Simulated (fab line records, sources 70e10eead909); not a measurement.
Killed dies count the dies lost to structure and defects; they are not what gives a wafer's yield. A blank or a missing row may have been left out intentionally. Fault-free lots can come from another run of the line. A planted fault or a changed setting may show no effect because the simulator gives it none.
Matching of chambers :: flow nandHarc :: aldHk-03 running NHARC_A_STAIRCASE_ALD_420: 4 sister chambers
The step deposits SiO2, target thk 20 nm, pulse time 6 s, ald cycles 200. 8 wafers are shown with their chamber, then 11 later ones without.

EACH WAFER AND ITS CHAMBER
wafer: L077.4
chamber: 3
heaterPowerW (W): 486
precursorPulseHeightRel: 1.032

wafer: L086.1
chamber: 1
heaterPowerW (W): 500
precursorPulseHeightRel: 1.010

wafer: L086.2
chamber: 3
heaterPowerW (W): 490
precursorPulseHeightRel: 1.028

wafer: L088.3
chamber: 0
heaterPowerW (W): 463
precursorPulseHeightRel: 0.994

wafer: L089.4
chamber: 2
heaterPowerW (W): 425
precursorPulseHeightRel: 0.992

wafer: L089.5
chamber: 1
heaterPowerW (W): 503
precursorPulseHeightRel: 0.985

wafer: L089.6
chamber: 0
heaterPowerW (W): 437
precursorPulseHeightRel: 1.018

wafer: L092.1
chamber: 2
heaterPowerW (W): 432
precursorPulseHeightRel: 0.984

WAFERS MISSING THEIR CHAMBER
wafer: L092.4
heaterPowerW (W): 495
precursorPulseHeightRel: 1.039

wafer: L092.5
heaterPowerW (W): 431
precursorPulseHeightRel: 0.997

wafer: L092.2
heaterPowerW (W): 454
precursorPulseHeightRel: 0.977

wafer: L092.3
heaterPowerW (W): 502
precursorPulseHeightRel: 0.993

wafer: L092.6
heaterPowerW (W): 470
precursorPulseHeightRel: 0.980

wafer: L095.2
heaterPowerW (W): 494
precursorPulseHeightRel: 0.977

wafer: L095.3
heaterPowerW (W): 447
precursorPulseHeightRel: 0.987

wafer: L095.4
heaterPowerW (W): 515
precursorPulseHeightRel: 0.998

wafer: L097.4
heaterPowerW (W): 447
precursorPulseHeightRel: 1.012

wafer: L097.5
heaterPowerW (W): 490
precursorPulseHeightRel: 0.973

wafer: L097.6
heaterPowerW (W): 447
precursorPulseHeightRel: 0.999

CHAMBER TAKEN BY EACH
wafer: L092.4
from the rows above: 3
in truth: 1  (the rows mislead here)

wafer: L092.5
from the rows above: can't be placed: 2 or 0
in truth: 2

wafer: L092.2
from the rows above: can't be placed: 0 or 2
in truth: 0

wafer: L092.3
from the rows above: 1
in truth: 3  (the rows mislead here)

wafer: L092.6
from the rows above: can't be placed: 0 or 1 or 2 or 3
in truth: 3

wafer: L095.2
from the rows above: 1
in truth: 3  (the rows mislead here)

wafer: L095.3
from the rows above: can't be placed: 0 or 2
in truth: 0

wafer: L095.4
from the rows above: 1
in truth: 1

wafer: L097.4
from the rows above: 0
in truth: 0

wafer: L097.5
from the rows above: 1
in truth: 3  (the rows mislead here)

wafer: L097.6
from the rows above: can't be placed: 0 or 2
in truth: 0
Placed correctly: 2 of 11. Cannot be placed on the basis of these rows: 5; the candidates contain the true chamber in 5. Placed wrongly: 4.
How it was worked out, from the rows above alone: a wafer's distance from a chamber is the root of the sum, over the readings, of the square of ((its reading less the chamber's mean) divided by the reading's scatter). If the next closest chamber is less than 2 further off than the closest, the wafer can't be placed; otherwise it belongs to the closest. A chamber's mean is the mean of its shown wafers. How the scatter is found: for the shown wafers, subtract from each reading the mean of its chamber, square and add these, divide the total by (wafers less chambers), then take the root.
